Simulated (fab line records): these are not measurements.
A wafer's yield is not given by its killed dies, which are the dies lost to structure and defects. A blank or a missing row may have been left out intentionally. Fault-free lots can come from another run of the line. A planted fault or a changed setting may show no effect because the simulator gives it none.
fab line records	flow n5Finfet
record lots=6	wafers=18	lastDay=18
route steps=1938 shown BEOL_M15@1785 PASSIVATION@1936
lots with no fault: from the same line, run without faults
startH: start of the lot's first displayed wafer, in hours after the record's first day	waitH: time in hours since the lot's previous step	" repeats the value in the row above	L1.1+2: several wafers, shown together as one row	- either no value or no given start	* or withheld: withheld	< > ~ a bound
route shown NAME@n: a module of which the file shows steps, and the number in the route of the first	usual: mean/standard deviation of fault-free wafers	same: alike in all rows	chamber/n: place in a boat	sites: readings site by site	_std_site: the standard deviation of these	_edge_site: the outer-site mean with the inner-site mean subtracted	radiusMm: how far each site lies from the wafer's centre	mask NAME#n: copy n	behind: the last tool/chamber to shape the wafer	hold: why the lot went on hold/how many hours it stayed there/how the hold came to an end	device: the transistor (n, p or np) that didn't switch	end of line: the tests these same wafers got at the end of their route	step lacking rows: just its recipe	killed: count of dies lost to structure and defects at first sort (not the wafer's yield)	map: shows each die of a wafer: x if killed, . if not, _ if none is there
set.NAME: the setting as run; set.NAME@STEP: as run at that earlier step	model.NAME: the simulator's own value behind a step, which no gauge read
lots at selected steps of the route; one table per step, one row per wafer
services: the hour from which a tool's chamber was out of use, counted from the record's first day as startH (under 0 if before that day), plus the number of hours and why
## steps
# step N5_BEOL_M15_INSPECT_12
# recipe mode=adi	inspectInstrument=macro
# usual rawDefectCount=2.3/1.5
lot.wafer	tool	chamber	startH	waitH	rawDefectCount
L699.2	defectInspect-01	-	254.18	0.0	1
L699.4	"	-	"	"	2
L699.5	"	-	"	"	3
L707.2	defectInspect-01	-	295.05	0.0	5
L707.5	"	-	"	"	5
L707.6	"	-	"	"	2
L713.1	defectInspect-02	-	326.98	0.0	1
L713.5	"	-	"	"	2
L713.6	"	-	"	"	4
L711.2	defectInspect-01	-	331.23	0.0	1
L711.4	"	-	"	"	3
L711.6	"	-	"	"	2
L719.1	defectInspect-02	-	387.64	0.0	4
L719.4	"	-	"	"	1
L719.5	"	-	"	"	3
L720.1	defectInspect-01	-	414.14	0.0	2
L720.2	"	-	"	"	0
L720.6	"	-	"	"	0
# step N5_BEOL_M15_DESCUM_15
# recipe chemistry=O2	timeS=7.9	sourcePowerW=50	biasPowerW=20	pressureMtorr=20	rfFrequencyHz=2.712e+07	tempC=40	o2FlowSccm=225
# usual drypumpMotorCurrentA=5.6/0.35	oesProductAu=0.79/0.083	rfVppV=243.2/1.1	showerheadPlenumPTorr=2.10/0.049	throttleValvePct=20.4/0.31
lot.wafer	tool	chamber	startH	waitH	drypumpMotorCurrentA	oesProductAu	rfHoursCounterH	rfVppV	showerheadPlenumPTorr	throttleValvePct
L699.2	rieDiel-04	1	254.82	0.6	5.8	0.80	113	242.7	2.03	20.4
L699.4	"	0	"	"	5.9	0.69	236	242.1	2.05	20.2
L699.5	"	3	"	"	5.4	0.73	-	245.1	2.15	20.3
L707.2	rieDiel-02	3	295.08	0.0	5.2	0.79	113	243.3	2.10	20.1
L707.5	"	1	"	"	6.1	0.83	-	243.0	2.14	21.0
L707.6	"	0	"	"	5.4	0.88	-	242.8	2.13	20.6
L713.1	rieDiel-02	0	327.01	0.0	5.5	0.86	57	243.2	2.13	20.6
L713.5	"	1	"	"	6.1	0.84	-	242.1	2.13	21.0
L713.6	"	0	"	"	5.5	0.86	-	243.6	2.13	20.6
L711.2	rieDiel-06	3	331.27	0.0	5.5	0.72	225	241.9	2.00	20.9
L711.4	"	1	"	"	5.4	0.75	189	242.2	2.09	20.7
L711.6	"	2	"	"	5.9	0.79	-	242.8	2.04	20.6
L719.1	rieDiel-02	1	387.68	0.0	6.2	0.81	105	243.6	2.13	21.0
L719.4	"	2	"	"	5.5	0.96	-	243.6	2.05	19.8
L719.5	"	1	"	"	6.2	0.81	-	244.4	2.13	21.0
L720.1	rieDiel-06	1	414.18	0.0	5.3	0.72	209	243.5	2.08	20.7
L720.2	"	3	"	"	5.5	0.71	243	242.0	2.00	21.0
L720.6	"	0	"	"	5.1	0.90	-	242.1	2.12	20.0
# step N5_BEOL_M15_ETCH_59
# recipe chemistry=N2/H2	target=BARC	targetDepthA=890	overetchA=267	timeS=67.9	ionEnergyEv=200	pressureMtorr=30	sourceW=840	biasW=150	n2FlowSccm=200	h2FlowSccm=200
# step N5_BEOL_M15_VIA_ETCH_16
# recipe chemistry=C4F8/O2/Ar	target=SiO2	heInnerTorr=15	heOuterTorr=30	targetDepthA=17922	timeS=withheld	ionEnergyEv=800	pressureMtorr=20	sourceW=1905	biasW=2040	Ar_flow_sccm=400	C4F8_flow_sccm=16	O2_flow_sccm=12	ends=cleared
# usual O2_flow_sccm=12.00/0.034	drypumpMotorCurrentA=5.6/0.35	oesProductAu=0.71/0.074	rfVppV=2206/37	showerheadPlenumPTorr=3.44/0.081	throttleValvePct=30.8/0.34
lot.wafer	tool	chamber	startH	waitH	O2_flow_sccm	drypumpMotorCurrentA	oesProductAu	rfVppV	showerheadPlenumPTorr	throttleValvePct
L699.2	rieDiel-04	1	254.90	0.0	11.98	5.8	0.71	2244	3.31	30.7
L699.4	"	0	"	"	12.04	5.9	0.62	2188	3.39	30.6
L699.5	"	3	"	"	11.98	5.4	0.66	2288	3.53	30.7
L707.2	rieDiel-02	3	295.17	0.0	12.04	5.2	0.71	2155	3.44	30.4
L707.5	"	1	"	"	12.02	6.1	0.76	2205	3.48	31.4
L707.6	"	0	"	"	11.97	5.5	0.78	2214	3.49	31.1
L713.1	rieDiel-02	0	327.10	0.0	12.01	5.5	0.78	2213	3.48	31.1
L713.5	"	1	"	"	12.02	6.1	0.75	2203	3.47	31.4
L713.6	"	0	"	"	12.00	5.4	0.77	2214	3.48	31.1
L711.2	rieDiel-06	3	331.35	0.0	12.05	5.5	0.64	2188	3.27	31.2
L711.4	"	1	"	"	11.95	5.3	0.66	2186	3.40	30.8
L711.6	"	2	"	"	12.02	5.9	0.71	2215	3.33	30.8
L719.1	rieDiel-02	1	387.76	0.0	11.98	6.1	0.73	2202	3.46	31.4
L719.4	"	2	"	"	12.00	5.5	0.87	2203	3.36	30.1
L719.5	"	1	"	"	12.04	6.1	0.74	2204	3.46	31.4
L720.1	rieDiel-06	1	414.26	0.0	11.95	5.3	0.65	2186	3.39	30.8
L720.2	"	3	"	"	11.98	5.5	0.63	2187	3.26	31.2
L720.6	"	0	"	"	11.98	5.0	0.80	2228	3.52	30.7
# step N5_BEOL_M15_STRIP_63
# recipe chemistry=O2	powerW=600	tempC=60	pressureMtorr=30	rfFrequencyHz=6e+07	biasPowerW=0	overashFraction=0.3	o2FlowSccm=225
# step N5_BEOL_M15_STRIP_64
# recipe chemistry=O2	powerW=600	tempC=60	pressureMtorr=30	rfFrequencyHz=6e+07	biasPowerW=0	overashFraction=0.3	o2FlowSccm=225
# usual drypumpMotorCurrentA=5.6/0.35	oesProductAu=0.79/0.082	rfVppV=3.7/0.5	showerheadPlenumPTorr=2.10/0.049	throttleValvePct=16.67/0.28
lot.wafer	tool	chamber	startH	waitH	drypumpMotorCurrentA	oesProductAu	rfHoursCounterH	rfVppV	showerheadPlenumPTorr	throttleValvePct
L699.2	rieDiel-04	1	-	-	5.8	0.81	113	4.4	2.04	16.57
L699.4	"	0	"	"	6.0	0.69	236	3.1	2.05	16.56
L699.5	"	3	"	"	5.3	0.73	-	3.1	2.15	16.60
L707.2	rieDiel-02	3	-	-	5.2	0.79	113	3.1	2.11	16.42
L707.5	"	1	"	"	6.2	0.84	-	5.1	2.14	17.10
L707.6	"	0	"	"	5.5	0.87	-	3.6	2.13	16.80
L713.1	rieDiel-02	0	-	-	5.5	0.85	57	2.8	2.13	16.83
L713.5	"	1	"	"	6.1	0.83	-	4.1	2.14	17.10
L713.6	"	0	"	"	5.5	0.84	-	3.2	2.13	16.82
L711.2	rieDiel-06	3	-	-	5.5	0.72	225	3.5	2.01	17.13
L711.4	"	1	"	"	5.3	0.73	190	3.7	2.09	16.90
L711.6	"	2	"	"	6.0	0.79	-	3.7	2.04	16.78
L719.1	rieDiel-02	1	-	-	6.1	0.81	105	3.7	2.13	17.13
L719.4	"	2	"	"	5.5	0.96	-	3.9	2.05	16.10
L719.5	"	1	"	"	6.1	0.82	-	4.4	2.13	17.13
L720.1	rieDiel-06	1	-	-	5.3	0.72	209	4.1	2.08	16.93
L720.2	"	3	"	"	5.5	0.71	243	3.0	2.00	17.16
L720.6	"	0	"	"	5.1	0.90	-	3.8	2.13	16.25
# step N5_BEOL_M15_STRIP_65
# recipe chemistry=postEtchResidueRemover	timeS=60	tempC=25	removerPh=withheld	removerWaterWtPct=withheld	removerFluorideWtPct=withheld
# step N5_BEOL_M15_SRD_66
# recipe timeS=30	tempC=23	rinseLiquid=diw	dry=n2Spin	spinRpm=1500	dryTimeS=30
# step N5_BEOL_M15_CD_MEAS_17
# recipe targetCdNm=360	polarity=opening
# usual cdNm=360.4/2
lot.wafer	tool	chamber	startH	waitH	cdNm
L699.2	cdSem-03	-	255.31	0.0	358.5
L699.4	"	-	"	"	359.6
L699.5	"	-	"	"	360.5
L707.2	cdSem-01	-	295.62	0.0	359.8
L707.5	"	-	"	"	359.8
L707.6	"	-	"	"	359.6
L713.1	cdSem-02	-	327.51	0.0	357.8
L713.5	"	-	"	"	360.8
L713.6	"	-	"	"	361.9
L711.2	cdSem-01	-	331.77	0.0	362.0
L711.4	"	-	"	"	357.9
L711.6	"	-	"	"	360.0
L719.1	cdSem-03	-	388.18	0.0	363.4
L719.4	"	-	"	"	362.6
L719.5	"	-	"	"	364.9
L720.1	cdSem-01	-	414.67	0.0	361.3
L720.2	"	-	"	"	362.5
L720.6	"	-	"	"	359.6
# step N5_BEOL_M15_COAT_56
# recipe resist=SOC	tempC=250	timeS=60	spinRpm=1500	resistThkNm=550
# step N5_BEOL_M15_ETCH_57
# recipe chemistry=N2/H2	target=SOC	sourceW=3000	biasW=350	timeS=750	ionEnergyEv=200	pressureMtorr=30	n2FlowSccm=200	h2FlowSccm=200
# usual drypumpMotorCurrentA=5.6/0.35	oesProductAu=0.78/0.085	rfVppV=523.6/2.2	showerheadPlenumPTorr=2.54/0.07	throttleValvePct=17.81/0.28
lot.wafer	tool	chamber	startH	waitH	drypumpMotorCurrentA	oesProductAu	rfHoursCounterH	rfVppV	showerheadPlenumPTorr	throttleValvePct
L699.2	rieDiel-06	2	255.46	-	6.0	0.82	75	519.8	2.48	17.76
L699.4	"	3	"	"	5.5	0.73	200	520.6	2.43	18.17
L699.5	"	2	"	"	6.0	0.81	-	522.7	2.48	17.73
L707.2	rieDiel-06	3	295.72	-	5.5	0.72	215	521.1	2.42	18.19
L707.5	"	1	"	"	5.3	0.76	-	523.5	2.53	17.94
L707.6	"	0	"	"	5.1	0.96	-	524.9	2.61	17.26
L713.1	rieDiel-02	0	327.61	-	5.5	0.86	57	525.1	2.59	18.05
L713.5	"	1	"	"	6.1	0.83	-	523.7	2.58	18.17
L713.6	"	2	"	"	5.6	0.68	-	522.3	2.53	17.93
L711.2	rieDiel-06	0	331.87	-	5.1	0.93	18	525.4	2.60	17.28
L711.4	"	1	"	"	5.3	0.74	190	522.9	2.53	17.95
L711.6	"	0	"	"	5.1	0.93	-	525.4	2.60	17.28
L719.1	rieDiel-02	1	388.35	-	6.1	0.81	105	525.4	2.57	18.20
L719.4	"	3	"	"	5.2	0.76	-	524.7	2.57	17.65
L719.5	"	2	"	"	5.5	0.95	-	522.2	2.52	17.43
L720.1	rieDiel-06	2	414.81	-	6.0	0.76	118	521.9	2.46	17.82
L720.2	"	1	"	"	5.3	0.72	209	524.2	2.52	17.99
L720.6	"	1	"	"	5.3	0.72	-	523.5	2.52	17.99
# step N5_BEOL_M15_COAT_60
# recipe resist=BARC	tempC=205	timeS=60	spinRpm=1500	resistThkNm=89
# step N5_BEOL_M15_COAT_22
# recipe spinRpm=1704	resistThkNm=800
# usual spinSpeedRpm=1704.0/1.3
lot.wafer	tool	chamber	startH	waitH	spinSpeedRpm	model.coat_of_BEOL_M15_COAT_22.thkNm
L699.2	lithoTrack-02	0	255.97	-	1702.2	799
L699.4	"	0	"	"	1702.3	802.8
L699.5	"	0	"	"	1702.3	801
L707.2	lithoTrack-03	0	296.23	-	1703.9	799.4
L707.5	"	0	"	"	1703.9	799.2
L707.6	"	0	"	"	1702.6	799
L713.1	lithoTrack-02	0	328.12	-	1777.1	780.2
L713.5	"	0	"	"	1776.8	780
L713.6	"	0	"	"	1779.2	780.8
L711.2	lithoTrack-02	0	332.37	-	1775.2	784
L711.4	"	0	"	"	1775.7	784
L711.6	"	0	"	"	1777.8	781.2
L719.1	lithoTrack-01	0	388.86	-	1704.9	800.6
L719.4	"	0	"	"	1703.3	800.8
L719.5	"	0	"	"	1703.1	799.2
L720.1	lithoTrack-02	0	415.32	-	1702.8	804.8
L720.2	"	0	"	"	1703.8	803.2
L720.6	"	0	"	"	1702.5	800.6
# step N5_BEOL_M15_EBR_24
# recipe solvent=PGMEA	ebrWidthMm=1.5
# step N5_BEOL_M15_SOFTBAKE_23
# recipe tempC=130	timeS=60
# step N5_BEOL_M15_EXPOSE_25
# recipe maskId=M15	na=0.8	sourceShape=annular	sigmaInner=0.5	sigmaOuter=0.8	polarization=unpolarized	targetCdNm=400	doseMj=35.5
# step N5_BEOL_M15_PEB_26
# recipe pebTempC=130	pebTimeS=90
# step N5_BEOL_M15_DEVELOP_27
# recipe developTimeS=45	rinseLiquid=diw	dry=airSpin	devTempC=21
# step N5_BEOL_M15_HARDBAKE_32
# recipe tempC=130	timeS=120
# step N5_BEOL_M15_CD_MEAS_28
# recipe targetCdNm=407.6	landingEnergyEv=500	detector=seInlens
# usual cdNm=406.0/1.8
lot.wafer	tool	chamber	startH	waitH	cdNm
L699.2	cdSem-02	0	256.36	-	406.4
L699.4	"	0	"	"	403.7
L699.5	"	0	"	"	406.4
L707.2	cdSem-03	0	296.49	-	405.2
L707.5	"	0	"	"	404.1
L707.6	"	0	"	"	407.3
L713.1	cdSem-01	0	328.51	-	411.3
L713.5	"	0	"	"	408.1
L713.6	"	0	"	"	408.0
L711.2	cdSem-03	0	332.76	-	405.0
L711.4	"	0	"	"	408.1
L711.6	"	0	"	"	407.7
L719.1	cdSem-01	0	389.25	-	402.9
L719.4	"	0	"	"	404.7
L719.5	"	0	"	"	405.5
L720.1	cdSem-01	0	415.71	-	403.9
L720.2	"	0	"	"	404.4
L720.6	"	0	"	"	407.6
# step N5_BEOL_M15_OVL_MEAS_29
# recipe pointsPerWafer=44
# usual M15_OVL=4/6.5
lot.wafer	tool	chamber	startH	waitH	M15_OVL[nm]
L699.2	overlay-01	0	256.39	0.0	-6
L699.4	"	0	"	"	-9
L699.5	"	0	"	"	4
L707.2	overlay-02	0	296.52	0.0	-8
L707.5	"	0	"	"	0
L707.6	"	0	"	"	0
L713.1	overlay-02	0	328.54	0.0	-3
L713.5	"	0	"	"	0
L713.6	"	0	"	"	-3
L711.2	overlay-02	0	332.79	0.0	0
L711.4	"	0	"	"	-5
L711.6	"	0	"	"	1
L719.1	overlay-02	0	389.28	0.0	-12
L719.4	"	0	"	"	4
L719.5	"	0	"	"	-14
L720.1	overlay-02	0	415.74	0.0	6
L720.2	"	0	"	"	0
L720.6	"	0	"	"	3
# step N5_BEOL_M15_INSPECT_30
# recipe mode=adi	inspectInstrument=macro
# usual rawDefectCount=2.1/1.5
lot.wafer	tool	chamber	startH	waitH	rawDefectCount
L699.2	defectInspect-02	-	256.41	0.0	3
L699.4	"	-	"	"	0
L699.5	"	-	"	"	3
L707.2	defectInspect-02	-	296.55	0.0	2
L707.5	"	-	"	"	3
L707.6	"	-	"	"	3
L713.1	defectInspect-01	-	328.56	0.0	1
L713.5	"	-	"	"	1
L713.6	"	-	"	"	7
L711.2	defectInspect-01	-	332.82	0.0	3
L711.4	"	-	"	"	5
L711.6	"	-	"	"	1
L719.1	defectInspect-02	-	389.31	0.0	3
L719.4	"	-	"	"	4
L719.5	"	-	"	"	5
L720.1	defectInspect-02	-	415.76	0.0	4
L720.2	"	-	"	"	2
L720.6	"	-	"	"	3
# step N5_BEOL_M15_DESCUM_33
# recipe chemistry=O2	timeS=7.9	sourcePowerW=50	biasPowerW=20	pressureMtorr=20	rfFrequencyHz=2.712e+07	tempC=40	o2FlowSccm=225
# step N5_BEOL_M15_ETCH_61
# recipe chemistry=N2/H2	target=BARC	targetDepthA=890	overetchA=267	timeS=67.9	ionEnergyEv=200	pressureMtorr=30	sourceW=840	biasW=150	n2FlowSccm=200	h2FlowSccm=200
# usual drypumpMotorCurrentA=5.6/0.34	oesProductAu=0.67/0.072	rfVppV=523.4/2.1	showerheadPlenumPTorr=2.53/0.069	throttleValvePct=17.93/0.29
lot.wafer	tool	chamber	startH	waitH	drypumpMotorCurrentA	oesProductAu	rfHoursCounterH	rfVppV	showerheadPlenumPTorr	throttleValvePct
L699.2	rieDiel-06	2	257.66	0.0	6.0	0.71	76	521.4	2.48	17.85
L699.4	"	2	"	"	6.0	0.71	-	521.8	2.47	17.85
L699.5	"	1	"	"	5.3	0.64	-	523.5	2.54	18.01
L707.2	rieDiel-06	3	296.62	0.0	5.5	0.62	216	521.9	2.42	18.30
L707.5	"	3	"	"	5.5	0.61	-	520.3	2.42	18.30
L707.6	"	1	"	"	5.3	0.64	-	523.6	2.53	18.05
L713.1	rieDiel-02	1	328.92	0.0	6.1	0.71	89	525.3	2.57	18.29
L713.5	"	2	"	"	5.5	0.59	-	522.8	2.53	18.03
L713.6	"	3	"	"	5.2	0.66	-	522.7	2.58	17.75
L711.2	rieDiel-06	2	332.89	0.0	6.0	0.68	99	521.7	2.47	17.90
L711.4	"	0	"	"	5.1	0.78	18	526.1	2.60	17.40
L711.6	"	2	"	"	6.0	0.69	-	520.0	2.47	17.92
L719.1	rieDiel-04	3	390.80	0.0	5.4	0.60	234	525.8	2.62	18.13
L719.4	"	0	"	"	6.0	0.81	16	522.9	2.48	17.39
L719.5	"	3	"	"	5.3	0.60	-	526.0	2.62	18.13
L720.1	rieDiel-06	0	415.83	0.0	5.1	0.76	37	525.5	2.59	17.42
L720.2	"	1	"	"	5.3	0.62	209	522.2	2.52	18.12
L720.6	"	2	"	"	6.0	0.66	-	523.2	2.46	17.93
# step N5_BEOL_M15_TRENCH_ETCH_34
# recipe chemistry=C4F8/O2/Ar	target=SiO2	targetDepthA=8729.3	heInnerTorr=15	heOuterTorr=30	timeS=199	ionEnergyEv=800	pressureMtorr=20	sourceW=1905	biasW=2040	Ar_flow_sccm=400	C4F8_flow_sccm=16	O2_flow_sccm=12
# usual O2_flow_sccm=12.00/0.037	drypumpMotorCurrentA=5.6/0.35	oesProductAu=0.78/0.09	rfVppV=2208/32	showerheadPlenumPTorr=3.41/0.09	throttleValvePct=30.86/0.28
lot.wafer	tool	chamber	startH	waitH	O2_flow_sccm	drypumpMotorCurrentA	oesProductAu	rfHoursCounterH	rfVppV	showerheadPlenumPTorr	throttleValvePct	model.coat_of_BEOL_M15_COAT_22.thkNm
L699.2	rieDiel-06	2	257.71	0.0	12.05	6.0	0.82	76	2217	3.34	30.86	541
L699.4	"	2	"	"	12.08	6.0	0.82	-	2214	3.34	30.86	548
L699.5	"	1	"	"	11.99	5.3	0.76	-	2191	3.41	30.83	541
L707.2	rieDiel-06	3	296.67	0.0	12.03	5.5	0.71	216	2187	3.28	31.21	544.8
L707.5	"	3	"	"	12.00	5.5	0.71	-	2189	3.28	31.24	543.8
L707.6	"	1	"	"	12.02	5.3	0.73	-	2189	3.40	30.82	542
L713.1	rieDiel-02	1	328.97	0.0	11.99	6.1	0.83	89	2204	3.47	31.44	523
L713.5	"	2	"	"	12.04	5.5	0.68	-	2161	3.37	30.64	530.2
L713.6	"	3	"	"	12.01	5.2	0.77	-	2155	3.44	30.43	519.4
L711.2	rieDiel-06	2	332.94	0.0	11.95	6.0	0.78	100	2214	3.33	30.86	532.8
L711.4	"	0	"	"	12.05	5.1	0.93	19	2228	3.53	30.69	523.2
L711.6	"	2	"	"	12.03	6.0	0.79	-	2214	3.33	30.86	528
L719.1	rieDiel-04	3	390.86	0.0	12.00	5.4	0.69	234	2286	3.51	30.78	558.4
L719.4	"	0	"	"	12.05	5.9	0.94	16	2187	3.38	30.52	549.6
L719.5	"	3	"	"	12.07	5.4	0.69	-	2286	3.51	30.78	555.4
L720.1	rieDiel-06	0	415.88	0.0	11.98	5.1	0.89	37	2228	3.52	30.72	545.2
L720.2	"	1	"	"	11.98	5.3	0.72	209	2187	3.39	30.86	544.2
L720.6	"	2	"	"	11.97	6.0	0.77	-	2214	3.32	30.90	546.6
# step N5_PASSIVATION_PROBE_49
# usual defectLimitedYield=91.1/1.3	killed_at_M0_to_M3=35/11	killed_at_M4_up=13/5.4	killedAtContacts=14/6.5	killedAtFrontEnd=41/11	killedAtOther=4/3.1	killedDies=106/15	killedOpen=69/12	killedShort=35/7	sort_bin_5_function=5.2/0.86	sort_bin_6_memory=3.4/0.64	sortNPass=1074/15	sortYieldPct=91.0/1.3
# same grossDies=1180	killedAtBackSide=0	sort_bin_4_leakage[%]=0	sort_bin_8_speed[%]=0
lot.wafer	tool	chamber	startH	waitH	defectLimitedYield[%]	killed_at_M0_to_M3	killed_at_M4_up	killedAtContacts	killedAtFrontEnd	killedAtOther	killedDies	killedOpen	killedShort	sort_bin_5_function[%]	sort_bin_6_memory[%]	sortNPass	sortYieldPct[%]
L699.2	prober-02	-	273.11	0.1	93.0	31	9	7	35	1	83	39	44	3.8	3.1	1097	93.0
L699.4	prober-02	-	273.21	0.2	92.2	29	16	9	38	0	92	60	30	4.2	3.1	1088	92.2
L699.5	prober-02	-	273.26	0.2	90.3	35	13	15	51	0	114	67	44	5.6	3.7	1066	90.3
L711.2	prober-01	-	352.70	0.1	89.6	44	15	13	46	5	123	86	32	5.9	4.1	1057	89.6
L711.4	prober-01	-	352.80	0.2	90.8	22	16	11	56	3	108	71	33	5.5	3.3	1072	90.8
L711.6	prober-01	-	352.90	0.3	90.3	21	14	21	56	3	115	81	31	6.6	2.6	1065	90.3
L719.4	prober-02	-	413.40	0.2	90.3	40	8	18	42	7	115	72	41	4.9	4.4	1065	90.3
# killed by level:class
L699.2 BEOL_M1:geometricParticle:short=11 BEOL_M3:geometricParticle:open=8 FIN_SAQP:geometricParticle:short=7 BEOL_M3:geometricParticle:short=6 FIN_SAQP:geometricParticle:open=5 MOL_CONTACT_COAG:geometricParticle:short=4 STI_FIN_REVEAL:geometricParticle:open=4 STARTING-WAFER:geometricParticle:short=4
L699.4 BEOL_M4:geometricParticle:open=11 FIN_SAQP:geometricParticle:short=9 BEOL_M1:geometricParticle:open=8 BEOL_M3:geometricParticle:open=8 STI_FIN_REVEAL:geometricParticle:open=6 MOL_CONTACT_COAG:geometricParticle:open=5 GATE_CUT:geometricParticle:short=4 GATE_CUT:geometricParticle:open=4
L699.5 FIN_SAQP:geometricParticle:short=16 FIN_SAQP:geometricParticle:open=9 BEOL_M3:geometricParticle:open=9 MOL_CONTACT_COAG:geometricParticle:open=8 BEOL_M0:geometricParticle:short=7 STI_FIN_REVEAL:geometricParticle:open=6 DUMMY_GATE:geometricParticle:open=6 MOL_CONTACT_COAG:geometricParticle:short=6
L711.2 BEOL_M2:geometricParticle:open=19 FIN_SAQP:geometricParticle:open=15 MOL_CONTACT_COAG:geometricParticle:open=11 BEOL_M0_SAQP:geometricParticle:open=11 STI_FIN_REVEAL:geometricParticle:open=8 FIN_SAQP:geometricParticle:short=7 BEOL_M0_SAQP:geometricParticle:short=7 BEOL_M4:geometricParticle:open=4
L711.4 FIN_SAQP:geometricParticle:short=16 FIN_SAQP:geometricParticle:open=14 MOL_CONTACT_COAG:geometricParticle:open=11 STI_FIN_REVEAL:geometricParticle:open=10 BEOL_M0_SAQP:geometricParticle:open=7 BEOL_M2:geometricParticle:open=7 BEOL_M0_SAQP:geometricParticle:short=4 DUMMY_GATE:geometricParticle:short=3
L711.6 STI_FIN_REVEAL:geometricParticle:open=21 MOL_CONTACT_COAG:geometricParticle:open=13 FIN_SAQP:geometricParticle:open=10 MOL_CONTACT_COAG:geometricParticle:short=8 FIN_SAQP:geometricParticle:short=7 BEOL_M2:geometricParticle:open=7 BEOL_M0:geometricParticle:open=5 DUMMY_GATE:geometricParticle:open=4
L719.4 BEOL_M0_SAQP:geometricParticle:short=14 MOL_CONTACT_COAG:geometricParticle:open=13 FIN_SAQP:geometricParticle:open=12 FIN_SAQP:geometricParticle:short=10 STI_FIN_REVEAL:geometricParticle:open=9 BEOL_M0_SAQP:geometricParticle:open=8 BEOL_M3:geometricParticle:open=7 BEOL_M1:geometricParticle:open=5
## services
tool	chamber	startH	hours	kind
rieDiel-04	0	233.13	1.3	repair
rieDiel-06	3	237.11	10.1	repair
rieDiel-06	0	256.68	-	clean
rieDiel-06	0	256.68	-	consumableReplace:focusRing
rieDiel-06	0	256.68	16.4	scheduledDown
rieDiel-06	0	256.68	16.4	ventCycle
rieDiel-02	2	262.89	2.0	repair
rieDiel-02	-	275.04	4.0	pm
rieDiel-02	2	291.71	6.1	repair
rieDiel-06	2	293.86	4.5	repair
rieDiel-06	3	298.24	2.1	repair
rieDiel-04	0	299.28	-	clean
rieDiel-04	0	299.28	-	consumableReplace:focusRing
rieDiel-04	0	299.28	33.5	scheduledDown
rieDiel-04	0	299.28	33.5	ventCycle
rieDiel-02	-	352.24	2.8	pm
rieDiel-02	2	356.20	-	clean
rieDiel-02	2	356.20	-	consumableReplace:esc
rieDiel-02	2	356.20	-	consumableReplace:focusRing
rieDiel-02	2	356.20	18.2	scheduledDown
rieDiel-02	2	356.20	18.2	ventCycle
rieDiel-06	-	383.85	14.6	pm
rieDiel-02	0	386.50	6.3	repair
rieDiel-02	0	414.33	7.5	repair
## key
firstSign step=N5_BEOL_M15_COAT_22	reading=spinSpeedRpm	direction=up	sigmas=57	usual=*	struck=*
effect none on later readings
modelEffect step=N5_BEOL_M15_COAT_22	value=coat_of_BEOL_M15_COAT_22.thkNm	without=797.9	struck=781.7
modelEffect step=N5_BEOL_M15_TRENCH_ETCH_34	value=coat_of_BEOL_M15_COAT_22.thkNm	without=542.2	struck=526.1
metAt N5_BEOL_M15_COAT_22
struckWafers L711.2,L711.4,L711.6,L713.1,L713.5,L713.6
onsetBetween 255.97 328.12
fault kind=processParameterDrift	tool=lithoTrack-02	chamber=-	onsetH=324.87	steps=N5_BEOL_M15_COAT_22	channel=spinRpm	offset=*	shape=step	endH=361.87	actsIn=*	stated=*
